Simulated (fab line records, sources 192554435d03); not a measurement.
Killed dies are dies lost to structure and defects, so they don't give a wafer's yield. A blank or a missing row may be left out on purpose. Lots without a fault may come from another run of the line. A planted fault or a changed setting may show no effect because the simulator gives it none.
Split-lot experiment | flow n5_finfet | 7 lots, 21 wafers read, on a route of 1938 steps

THE SPLIT
At N5_BEOL_M9_DESCUM_16 (chemistry O2, time 7.9 s), the setting time_s was moved away from the recipe's 7.9 s on 5 of the 21 wafers read, by -13.8% to +15.9%. The other wafers ran this setting at the recipe's value.

The file shows no step between the split and the reading.

THE READING
CAR-ArF_of_BEOL_M9_COAT_05.thk_nm (the simulator's own value, which no gauge read), in nm, at N5_BEOL_M9_ETCH_61 (etches SiARC in CF4, target depth 39 nm, time 65 s). The file gives no usual value for it. The 16 wafers here that ran the recipe average 55.5 nm, standard deviation 0.23 nm.

wafer  | tool, chamber at the split | time_s as run, s | against the recipe | CAR-ArF_of_BEOL_M9_COAT_05.thk_nm, nm | against lot-mates on the recipe
L079.1 | rie_diel-04, 2             | 7.9              | recipe             | 55.6                                  | -
L079.3 | rie_diel-04, 1             | 7.9              | recipe             | 55.2                                  | -
L079.5 | rie_diel-04, 1             | 7.9              | recipe             | 55.2                                  | -
L082.1 | rie_diel-04, 3             | 8.654            | +9.5%              | 55                                    | -1.0
L082.2 | rie_diel-04, 0             | 7.9              | recipe             | 56                                    | -
L082.4 | rie_diel-04, 2             | 8.654            | +9.5%              | 55.2                                  | -0.8
L083.1 | rie_diel-01, 1             | 7.9              | recipe             | 55.4                                  | -
L083.6 | rie_diel-01, 1             | 7.9              | recipe             | 55.4                                  | -
L083.3 | rie_diel-01, 3             | 7.9              | recipe             | 55.2                                  | -
L089.3 | rie_diel-04, 3             | 7.9              | recipe             | 55.6                                  | -
L089.5 | rie_diel-04, 1             | 6.809            | -13.8%             | 56.2                                  | +0.5
L089.6 | rie_diel-04, 0             | 7.9              | recipe             | 55.8                                  | -
L090.2 | rie_diel-04, 3             | 7.9              | recipe             | 55.6                                  | -
L090.3 | rie_diel-04, 2             | 7.9              | recipe             | 55.4                                  | -
L090.4 | rie_diel-04, 1             | 7.9              | recipe             | 55.2                                  | -
L094.2 | rie_diel-04, 1             | 9.096            | +15.1%             | 54.8                                  | -0.8
L094.3 | rie_diel-04, 0,3           | 7.9              | recipe             | 55.6                                  | -
L094.5 | rie_diel-04, 0,3           | 7.9              | recipe             | 55.6                                  | -
L095.1 | rie_diel-02, 3             | 7.9              | recipe             | 55.8                                  | -
L095.3 | rie_diel-02, 1             | 7.9              | recipe             | 55.4                                  | -
L095.4 | rie_diel-02, 0             | 9.157            | +15.9%             | 54.8                                  | -0.8
Where a row lists several chambers, the file gives one row for several wafers and doesn't say which wafer went through which chamber.

THE FIT
A straight line over all 21 wafers: CAR-ArF_of_BEOL_M9_COAT_05.thk_nm changes by -0.046 nm for each +1% of time_s; r = -0.81; the points scatter about the line by 0.22 nm.
The same after taking each lot's own level away (the mean of its wafers on the recipe; 21 wafers): -0.0554 nm for each +1%; r = -0.89; scatter 0.18 nm.
On that fit, the largest move of time_s shifts the reading by 0.88 nm.
The lots' own levels span 55.33 to 56.00 nm, that is 2.8 times the standard deviation above.
So the lot-to-lot level changes the slope: the two fits differ.
Check: with one of the wafers moved furthest among these (+15.9%) left out of the fit, the line predicts -0.977 nm for it against its lot-mates. It came out at -0.8 nm against them.

OTHER SPLITS ON THESE WAFERS
These wafers also went through other splits before the reading. Each is held against what the fit with the lots' levels taken away leaves over:
other split on the same wafers       | wafers away from the commonest value | r with CAR-ArF_of_BEOL_M9_COAT_05.thk_nm (lot level and that fit taken away)
N5_BEOL_M6_ETCH_66 bias_w            | 4                                    | -0.06
N5_BEOL_M6_TRENCH_ETCH_37 time_s     | 7                                    | +0.01
N5_BEOL_M7_COAT_71 spin_rpm          | 6                                    | +0.52
N5_BEOL_M7_EXPOSE_25 dose_mj         | 5                                    | -0.18
N5_BEOL_M8_PECVD_70 temp_c           | 6                                    | -0.50
N5_BEOL_M8_DEVELOP_10 develop_time_s | 3                                    | -0.46
N5_BEOL_M9_HM_DEP_02 target_thk_a    | 6                                    | -0.35

THE WHOLE CHAIN: every reading that the file lists as answering this split, in the file's order
step                 | what it does                                       | reading                                                                            | change (the file's fit)                | r (the file's)
N5_BEOL_M9_DESCUM_16 | chemistry O2, time 7.9 s                           | CAR-ArF_of_BEOL_M9_COAT_05.thk_nm (the simulator's own value, which no gauge read) | -0.0585 nm for each +1% of the setting | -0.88
N5_BEOL_M9_ETCH_61   | etches SiARC in CF4, target depth 39 nm, time 65 s | CAR-ArF_of_BEOL_M9_COAT_05.thk_nm (the simulator's own value, which no gauge read) | -0.0528 nm for each +1% of the setting | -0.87

THE FILE'S OWN FIT
CAR-ArF_of_BEOL_M9_COAT_05.thk_nm changes by -0.0528 nm for each +1% of time_s, r = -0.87.
